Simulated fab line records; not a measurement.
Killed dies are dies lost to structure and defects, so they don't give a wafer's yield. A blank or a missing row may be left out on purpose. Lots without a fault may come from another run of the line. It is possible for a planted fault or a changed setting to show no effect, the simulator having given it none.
One fault through the eyes of 2 desks    flow n5_finfet    each desk holds nothing but its own numbers, with what lay behind them at the end

## TOOL OWNER'S DESK, cvd_co-01
The tool's own readings at N5_BEOL_M3_CO_CAP_55 (material Co, precursor CCTBA/H2, target thk 2 nm, time 102.1 s): means of the sampled wafers that have a number, for each lot that ran on this tool. If a lot's mean is further than 4 standard deviations from the usual mean, the lot is out of limits and carries the mark OUT (the distance appears in the brackets).
Columns: A = heater_power_w at N5_BEOL_M3_CO_CAP_55, usual 230 W; B = run_length_s at N5_BEOL_M3_CO_CAP_55, usual 124.9 s
lot   first seen here  A    B
L816  day 9 16:43      237  109.4 (-43) OUT
L830  day 13 15:28     256  125.2
This desk's finding: out of limits on L816; first on L816, day 9 16:43 (run_length_s at N5_BEOL_M3_CO_CAP_55). L830 stayed within limits.

## METROLOGY DESK
Lot by lot, what the gauges showed, no matter which tool ran the lot: averages of those sampled wafers that carry a number. If a lot's mean is further than 4 standard deviations from the usual mean, the lot is out of limits and carries the mark OUT (the distance appears in the brackets). Only the readings that lie furthest out on some lot appear, 7 of the 11 it has.
Columns: A = M3_THK at N5_BEOL_M3_THK_MEAS_53, usual 40.0 nm; B = DIBL_N at N5_BEOL_M4_RC_MEAS_101, usual 37.0 mV/V; C = IOFF_N at N5_BEOL_M4_RC_MEAS_101, usual 0.17 nA/um; D = ION_N at N5_BEOL_M4_RC_MEAS_101, usual 675 uA/um; E = SS_N at N5_BEOL_M4_RC_MEAS_101, usual 71.7 mV/dec; F = SS_P at N5_BEOL_M4_RC_MEAS_101, usual 73.6 mV/dec; G = VT_N at N5_BEOL_M4_RC_MEAS_101, usual 249 mV
lot   first seen here  A     B     C     D    E     F     G
L813  day 9 00:07      39.8  35.5  0.17  675  71.7  73.2  249
L816  day 9 16:38      38.4  35.9  0.14  662  71.0  73.1  253
L820  day 10 12:32     43.4  36.5  0.18  675  71.0  73.7  247
L827  day 12 13:04     39.8  39.6  0.21  692  71.4  74.6  247
L830  day 13 15:23     40.9  38.1  0.22  676  72.5  74.4  247
Finding of this desk: none of the 5 lots has anything out of limits.

## PUT TOGETHER
An alarm could have come from the tool owner's desk at day 9 16:43, on L816.
From the metrology desk's view, nothing was out of limits.
The metrology desk holds a record of L816, inside its limits.
Every lot named ran N5_BEOL_M3_CO_CAP_55 on cvd_co-01.

## WHAT THE SIMULATOR HAD INSERTED
cvd_co-01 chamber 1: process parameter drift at N5_BEOL_M3_CO_CAP_55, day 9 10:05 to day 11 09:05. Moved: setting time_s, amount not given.
Struck lots among those shown: L816.
Hours from the fault's start to each desk's first reading out of limits: the tool owner's desk, 7.
